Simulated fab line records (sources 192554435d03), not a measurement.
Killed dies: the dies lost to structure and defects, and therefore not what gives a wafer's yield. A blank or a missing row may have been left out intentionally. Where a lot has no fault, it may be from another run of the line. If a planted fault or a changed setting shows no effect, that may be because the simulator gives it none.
A struck lot beside a sound one || flow n5 finfet || 39 out of 1938 route steps
Sound: these wafers, L766.2, L766.3, L766.6. Struck: wafers L781.2, L781.3, L781.6. The cause is named last.
Order at every step that has rows: each side's tool, ch and its chambers, its first start. Under that, the readings that differ: sound wafers || struck wafers || difference of the means || sigmas: that difference in standard deviations of wafers without a fault.
alike: readings whose means differ by less than 2 such deviations, and words and numbers that are the same on both sides. not compared: withheld readings, readings that some wafer has no value for, bounds like >300 that may hide the same value, and numbers for which the record gives no deviation and whose values overlap.
The two part at a step that has a row with sigmas, a row that says differs or no value, or rows on one side only. When numbers do not overlap yet have no deviation, they are printed without sigmas and do not part them. Lack of a reading on every wafer of one side parts them only where that side has two or more wafers.

first, 10 steps without rows for these wafers: N5_MOL_CONTACT_COAG_SPUTTER_143 (material Co, target thk 2.5 nm); N5_MOL_CONTACT_COAG_CO_FILL_22 (material Co, precursor CCTBA/H2, target thk 20 nm); N5_MOL_CONTACT_COAG_ANNEAL_113 (time 300 s); N5_MOL_CONTACT_COAG_PRE_CLEAN_142 (time 60 s); N5_MOL_CONTACT_COAG_SPUTTER_130 (material Co, target thk 47.5 nm); N5_MOL_CONTACT_COAG_PRECLEAN_125 (cleans in DIW, time 57.5 s); N5_MOL_CONTACT_COAG_SRD_126 (dry time 32 s); N5_MOL_CONTACT_COAG_CMP_23 (polishes, stops on SiO2, t overpolish 1.5 s, target thk 0 nm); N5_MOL_CONTACT_COAG_WET_ETCH_26 (target Co, target depth 13 nm); N5_MOL_CONTACT_COAG_WET_ETCH_116 (etches the open film in SC1-inhibited, target depth 4.6 nm, rinse time 30 s).
N5_MOL_CONTACT_COAG_ALD_27: deposits SiOC, target thk 17 nm, pulse time 1.5 s, time 2720 s.
  sound on ald sin-02 ch 1,2, day 6 06:33; struck on ald sin-02 ch 1,2, day 9 22:20
  no value came back on the struck wafers for ald cycles, chamber pressure Torr (Torr), heater power w (W), precursor pulse height rel; on the sound wafers ald cycles reads 340 340 340
then, 25 steps without rows for these wafers: N5_MOL_CONTACT_COAG_CMP_28 (polishes, stops on SiNx, t overpolish 0.85 s, target thk 14.522 nm); N5_MOL_CONTACT_COAG_ALD_123 (deposits SiNx, target thk 5 nm, pulse time 1 s, purge time 2 s); N5_MOL_CONTACT_COAG_PECVD_31 (deposits SiO2 from TEOS/O2, target thk 46 nm, time 8.9 s); N5_MOL_CONTACT_COAG_COAT_75 (time 60 s, resist thk 60 nm); N5_MOL_CONTACT_COAG_COAT_76 (time 60 s, resist thk 10 nm); N5_MOL_CONTACT_COAG_COAT_77 (time 60 s, resist thk 10 nm); N5_MOL_CONTACT_COAG_COAT_78 (resist thk 40 nm); N5_MOL_CONTACT_COAG_EBR_80; N5_MOL_CONTACT_COAG_SOFTBAKE_79 (time 60 s); N5_MOL_CONTACT_COAG_EXPOSE_81 (exposes mask VG, defocus 0 nm); N5_MOL_CONTACT_COAG_PEB_82 (peb time 60 s); N5_MOL_CONTACT_COAG_DEVELOP_83 (develop time 30 s); N5_MOL_CONTACT_COAG_DESCUM_88 (chemistry O2, time 7 s); N5_MOL_CONTACT_COAG_ETCH_89 (etches underlayer in N2/H2, target depth 13 nm, time 10.4 s); N5_MOL_CONTACT_COAG_ETCH_90 (etches SiARC in CF4, target depth 13 nm, time 21.7 s); N5_MOL_CONTACT_COAG_ALD_131 (deposits SiO2, target thk 5 nm, pulse time 1 s, co reactant pulse time 1 s); N5_MOL_CONTACT_COAG_ETCHBACK_132 (etches SiO2 in CHF3, target depth 10 nm, time 6.7 s); N5_MOL_CONTACT_COAG_ETCH_91 (etches SOC in N2/H2, target depth 60 nm, overetch 21 nm, time 101.2 s); N5_MOL_CONTACT_COAG_STRIP_92 (strips in N2/H2); N5_MOL_CONTACT_COAG_STRIP_93 (strips in N2/H2); N5_MOL_CONTACT_COAG_ETCHBACK_135 (etches SiO2 in CHF3, target depth 25 nm, time 16.7 s); N5_MOL_CONTACT_COAG_STRIP_118 (strips in CHF3); N5_MOL_CONTACT_COAG_VIA_ETCH_46 (etches SiO2 in C4F6/O2, target depth 46 nm, overetch 9.2 nm, time 40 s); N5_MOL_CONTACT_COAG_STRIP_96 (strips in N2/H2); N5_MOL_CONTACT_COAG_ETCH_47 (etches SiNx in CH3F/O2, stops on W, target depth 27 nm).
N5_MOL_CONTACT_COAG_ETCH_48: etches SiOC in C4F6/O2, target depth 15 nm, overetch 4.5 nm, time 17 s.
  sound on rie diel-02 ch 2,3, day 6 11:38; struck on rie diel-06 ch 0,1, day 10 03:56
{"reading": "drypump motor current A (A)", "sound": "5.2 4.8 5.2", "struck": "6.2 5.7 6.2", "difference": "+1.0", "sigmas": "+2"}
{"reading": "oes product au (a.u.)", "sound": "0.75 0.64 0.75", "struck": "0.32 0.35 0.33", "difference": -0.38, "sigmas": -5}
{"reading": "model.etch.depth nm (nm)", "sound": "14.89 14.22 14.97", "struck": "0 0 0", "difference": -15, "sigmas": ""}
  alike: bias w, mfc ar sccm, oes_ar_750_au, rf vpp V, showerhead plenum p Torr, throttle valve pct
  not compared: rf hours counter h
N5_BEOL_M4_RC_MEAS_101:
  the record has rows for the sound wafers here (prober-02 ch 0, day 9 03:31) and none for the struck ones
-- the record jumps here: 8 days lie between the struck wafers' starts before and after (it left off in module BEOL_M4 and takes up again in module PASSIVATION, whose first step shown is number 1936 of the route) --
N5_PASSIVATION_PROBE_49:
  sound on prober-02, day 13 17:59; struck on prober-02, day 18 04:28
{"reading": "defect limited yield (%)", "sound": "91.2 95.2 92.7", "struck": "27.5 26.0 29.7", "difference": -65.3, "sigmas": -44}
{"reading": "killed at contacts", "sound": "4 4 8", "struck": "741 776 738", "difference": "+746", "sigmas": "+99 or more"}
{"reading": "killed at front end", "sound": "35 14 22", "struck": "66 47 43", "difference": "+28", "sigmas": "+2"}
{"reading": "killed dies", "sound": "104 57 86", "struck": "856 873 830", "difference": "+771", "sigmas": "+43"}
{"reading": "killed on rim", "sound": "14 4 6", "struck": "152 104 83", "difference": "+105", "sigmas": "+24"}
{"reading": "sort_bin_5_function (%)", "sound": "4.7 3.0 3.9", "struck": "67.6 70.6 66.6", "difference": "+64.4", "sigmas": "+65"}
{"reading": "sort n pass", "sound": "1076 1123 1094", "struck": "324 307 350", "difference": -771, "sigmas": -43}
{"reading": "sort yield pct (%)", "sound": "91.2 95.2 92.7", "struck": "27.5 26.0 29.7", "difference": -65.3, "sigmas": -44}
  alike: killed_at_M0_to_M3, killed_at_M4_up, killed at other, killed open, killed short, sort_bin_6_memory

WHERE THEY PART
At N5_MOL_CONTACT_COAG_ALD_27 first; at N5_PASSIVATION_PROBE_49 last (within this record only).

WHY: the cause the simulator had injected
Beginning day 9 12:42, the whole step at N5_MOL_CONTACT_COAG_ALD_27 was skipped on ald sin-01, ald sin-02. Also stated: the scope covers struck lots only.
